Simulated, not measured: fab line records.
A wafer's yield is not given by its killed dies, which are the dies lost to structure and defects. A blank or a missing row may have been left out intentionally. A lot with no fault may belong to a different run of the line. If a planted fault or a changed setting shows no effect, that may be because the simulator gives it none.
8D (eight disciplines) problem report, filled in by code	flow nand-harc	the parts of the form that need people (team, actions taken, sign-off) are left out

== 1. THE ISSUE ==
Mean of h2-flow-sccm at NHARC_A_CONTACT_ETCH_49: 75.2 sccm across 6 wafers in 2 lots; on wafers with no fault it is 150.0 sccm (standard deviation 0.46). That is -99 or more standard deviations from the usual mean.
The step: etches the open film in N2/H2, target depth 260 nm, time 475.3 s.
First observed at day 26 08:30: wafer L152.2, on rie-diel-08. The record has a number at this step for 36 wafers belonging to 12 lots. By rule, "out" or "out of limits" means more than 4 standard deviations away from the usual mean. The other wafers with a number count as sound.

== 2. WHAT IT IS; WHAT IT IS NOT ==
question	is	is not
which readings at this step	h2-flow-sccm, throttle-valve-pct	drypump-motor-current-A, oes-product-au, rf-fwd-power-W, rf-vpp-V
which lots	L152, L153	L140, L142, L144, L149, L151, L157, L158, L160, L161, L162
which wafers of those lots	all that have a number	-
read on which tools	rie-diel-08	rie-diel-02, rie-diel-13
when	from day 26 08:30	up to then (12 sound wafers); but 18 sound wafers of L151, L157, L158, L160, L161, L162 came after

== 3. SUSPECTS, AND WHAT RULES EACH OUT ==
Counting: any tool at a process step up to the reading is kept as a suspect provided that every lot that is out went through it and no sound lot did after the first of them.
- rie-diel-08 at NHARC_A_CONTACT_ETCH_49 (etches the open film in N2/H2, target depth 260 nm, time 475.3 s): ruled out as a lasting fault. The sound lots L161, L162 went through it after L152, its earliest lot that is out (day 26 08:30).
Left after counting: nothing in the record.

== 4. THE CAUSE (what the simulator had put in) ==
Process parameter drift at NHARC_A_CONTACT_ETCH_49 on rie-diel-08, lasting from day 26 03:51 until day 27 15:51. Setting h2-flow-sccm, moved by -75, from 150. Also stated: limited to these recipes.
Counting ruled it out, wrongly.

== 5. SEQUENCE OF EFFECTS, ordered by route ==
Each row: a reading where the mean over the struck wafers with a number is more than 3 standard deviations away from the usual. Scope: only readings with a usual standard deviation given in the record; hours: median across lots of the time from each lot's start at the first step in this table that gives one to its start at this step; sigmas: change in usual standard deviations.
hours	step	reading	usual	on struck wafers	change	sigmas
0	NHARC_A_CONTACT_ETCH_49	h2-flow-sccm	150.0 sccm	75.2	-74.8	-99 or more
0	NHARC_A_CONTACT_ETCH_49	showerhead-plenum-p-Torr	2.03 Torr	1.72	-0.31	-3.5
0	NHARC_A_CONTACT_ETCH_49	throttle-valve-pct	14.171 %	13.091	-1.080	-99 or more
Process steps it contains:
- NHARC_A_CONTACT_ETCH_49: etches the open film in N2/H2, target depth 260 nm, time 475.3 s.

== 6. HOW IT WOULD HAVE BEEN CAUGHT EARLIER ==
First out-of-limits reading in this record: day 26 08:30, which is 5 hours after fault onset at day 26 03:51.
